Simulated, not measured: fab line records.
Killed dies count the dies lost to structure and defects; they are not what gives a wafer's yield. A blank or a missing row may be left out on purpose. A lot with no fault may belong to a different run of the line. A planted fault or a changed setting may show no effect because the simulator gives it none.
Chamber matching -- flow n5-finfet -- N5_FIN_CUT_ETCH_21 on rie-diel-05 has 4 sister chambers
The step etches SOC in N2/H2, target depth 219 nm, overetch 43.8 nm, time 523.5 s. 18 wafers are shown with their chamber, then 9 later ones without.

== WAFERS WITH THEIR CHAMBER ==
wafer,chamber,showerhead-plenum-p-Torr (Torr),throttle-valve-pct (%),oes-product-au (a.u.)
L075.2,2,2.55,17.64,0.72
L075.3,1,2.56,18.01,0.72
L075.4,0,2.43,17.88,0.68
L081.2,1,2.56,18.04,0.72
L081.4,2,2.55,17.66,0.71
L081.6,0,2.43,17.88,0.67
L083.2,3,2.64,17.96,0.68
L083.4,2,2.55,17.67,0.71
L083.5,3,2.64,17.96,0.68
L084.2,1,2.56,18.04,0.72
L084.4,2,2.55,17.67,0.72
L084.5,1,2.56,18.04,0.72
L087.4,2,2.54,17.69,0.70
L087.5,3,2.63,17.98,0.68
L087.6,2,2.54,17.66,0.71
L088.1,0,2.42,17.90,0.66
L088.2,3,2.63,17.99,0.68
L088.6,2,2.54,17.70,0.70

SIGNATURES (averages over the wafers above)
reading,chamber 0,chamber 1,chamber 2,chamber 3,scatter within a chamber
showerhead-plenum-p-Torr,2.4267,2.5600,2.5457,2.6350,0.00491
throttle-valve-pct,17.8867,18.0325,17.6700,17.9725,0.0169
oes-product-au,0.6700,0.7200,0.7100,0.6800,0.00655
Rule: for a wafer and a chamber, the distance is found by dividing, reading by reading, the gap between the wafer's reading and the chamber's mean by the reading's scatter, squaring, summing and taking the root. The wafer belongs to the nearest chamber; if the next one is less than 2 further off, it can't be placed. The scatter: take each reading less its chamber's mean, square it, sum over the shown wafers, divide by the number of wafers less the number of chambers, and take the root.

== WAFERS WITH NO CHAMBER GIVEN ==
wafer,showerhead-plenum-p-Torr (Torr),throttle-valve-pct (%),oes-product-au (a.u.)
L089.1,2.42,17.90,0.66
L089.3,2.54,17.68,0.69
L089.5,2.55,18.05,0.71
L090.2,2.63,17.98,0.68
L090.3,2.42,17.91,0.65
L090.4,2.55,18.07,0.70
L096.1,2.42,17.92,0.65
L096.3,2.63,18.00,0.67
L096.5,2.54,17.70,0.69

== WHICH CHAMBER EACH WENT THROUGH ==
wafer,from the rows above,in truth
L089.1,0,0
L089.3,2,2
L089.5,1,1
L090.2,3,3
L090.3,0,0
L090.4,1,1
L096.1,0,0
L096.3,3,3
L096.5,2,2
Placed correctly: 9 of 9. Not placeable from these rows: 0. Placed wrongly: 0.
